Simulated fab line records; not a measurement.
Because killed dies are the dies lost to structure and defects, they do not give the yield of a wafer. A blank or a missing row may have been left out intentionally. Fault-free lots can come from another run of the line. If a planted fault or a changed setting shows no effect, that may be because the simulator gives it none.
A lot that was struck, set against a sound lot -- flow n5-finfet -- 37 steps out of a route of 1938
Sound: wafers L432.1, L432.4. Struck: wafer L436.5; the same lot's L436.2 was not struck, so it is left out; see the end for the cause.
Per side, at each step with rows, come the tool, then ch with its chambers, and then its first start. Under that, the readings that differ: sound wafers -- struck wafers -- difference of the means -- sigmas: that difference in standard deviations of wafers without a fault.
alike: words and numbers the same on both sides, and readings whose means are apart by under 2 such deviations; not compared: readings that were withheld, readings missing a value for some wafer, numbers with overlapping values and no deviation given by the record, and bounds like >300 which may hide the same value.
The two part at a step that has a row with sigmas, a row that says differs or no value, or rows on one side only. When numbers do not overlap yet have no deviation, they are printed without sigmas and do not part them. A reading that every wafer of one side lacks parts them only if that side has two wafers or more.

first, 8 steps without rows for these wafers: N5_BEOL_M6_SPUTTER_48 (material Cu, target thk 10 nm, time 1.667 s); N5_BEOL_M6_ECD_50 (material Cu, target thk 300 nm); N5_BEOL_M6_ANNEAL_51 (time 90 s); N5_BEOL_M6_CMP_52 (polishes, stops on SiCOH lowk, t overpolish 6.9 s, target thk 80 nm); N5_BEOL_M6_PRE_CLEAN_55 (time 15 s); N5_BEOL_M6_DEP_56 (deposits SiCN from 3MS/NH3, target thk 10 nm, time 17.5 s); N5_BEOL_M7_ILD_DEP_00 (deposits SiCOH lowk from DEMS/porogen, target thk 179.75 nm, time 33.4 s); N5_BEOL_M7_CURE_74 (cures SiCOH lowk, time 240 s).
N5_BEOL_M7_PECVD_70: deposits SiO2 from TEOS/O2, target thk 20 nm, time 22.7 s.
  sound on pecvd-03 ch 2, day 11 20:47; struck on pecvd-03 ch 0, day 12 10:28
reading,sound,struck,difference,sigmas
model.SiO2_of_BEOL_M7_PECVD_70.thk-nm (nm),19.8 20.2,25.8,+5.8,
  alike: heater-power-w, showerhead-plenum-p-Torr, throttle-valve-pct
then, 25 steps without rows for these wafers: N5_BEOL_M7_HM_DEP_02 (deposits TiN, target thk 20 nm); N5_BEOL_M7_COAT_59 (time 60 s, resist thk 100 nm); N5_BEOL_M7_COAT_60 (time 60 s, resist thk 35 nm); N5_BEOL_M7_COAT_05 (resist thk 90 nm); N5_BEOL_M7_EBR_07; N5_BEOL_M7_SOFTBAKE_06 (time 60 s); N5_BEOL_M7_EXPOSE_08 (exposes mask M7); N5_BEOL_M7_PEB_09 (peb time 60 s); N5_BEOL_M7_DEVELOP_10 (develop time 30 s); N5_BEOL_M7_DESCUM_16 (chemistry O2, time 7.9 s); N5_BEOL_M7_ETCH_61 (etches SiARC in CF4, target depth 45.5 nm, time 75.8 s); N5_BEOL_M7_ETCH_62 (etches SOC in N2/H2, target depth 110 nm, overetch 22 nm, time 165 s); N5_BEOL_M7_STRIP_68 (strips in N2/H2); N5_BEOL_M7_STRIP_67 (strips in CF4); N5_BEOL_M7_HM_OPEN_17 (chemistry Cl2/BCl3, target TiN, target depth 20 nm, overetch 6 nm); N5_BEOL_M7_STRIP_19 (strips in O2); N5_BEOL_M7_COAT_63 (time 60 s, resist thk 60 nm); N5_BEOL_M7_COAT_64 (time 60 s, resist thk 12 nm); N5_BEOL_M7_COAT_71 (time 60 s, resist thk 5 nm); N5_BEOL_M7_COAT_22 (resist thk 30 nm); N5_BEOL_M7_EBR_24; N5_BEOL_M7_SOFTBAKE_23 (time 60 s); N5_BEOL_M7_EXPOSE_25 (exposes mask V6, target cd 40 nm); N5_BEOL_M7_PEB_26 (peb time 60 s); N5_BEOL_M7_DEVELOP_27 (develop time 30 s).
N5_BEOL_M7_HM_STRIP_39: strips TiN in peroxide tin strip, target depth 25 nm, time 158 s.
  sound on wet-bench-01 ch 1,6, day 11 22:55; struck on wet-bench-01 ch 0, day 12 13:41
reading,sound,struck,difference,sigmas
model.SiO2_of_BEOL_M7_PECVD_70.thk-nm (nm),19.8 20,25.6,+5.7,
N5_BEOL_M7_CMP_52: polishes, stops on SiCOH lowk, t overpolish 6.9 s, target thk 80 nm.
  sound on cmp-01 ch 0,3, day 12 00:52; struck on cmp-02 ch 2, day 12 16:59
reading,sound,struck,difference,sigmas
barrier-field-endpoint-s (s),27.7 29.1,36.3,+7.9,+9
  alike: clearing-platen-rpm, motor-current-A
then, 1 step without rows for these wafers: N5_PASSIVATION_PROBE_49.

## WHERE THEY PART
Only at N5_BEOL_M7_CMP_52, as far as this record shows.

WHY: what the simulator had put in
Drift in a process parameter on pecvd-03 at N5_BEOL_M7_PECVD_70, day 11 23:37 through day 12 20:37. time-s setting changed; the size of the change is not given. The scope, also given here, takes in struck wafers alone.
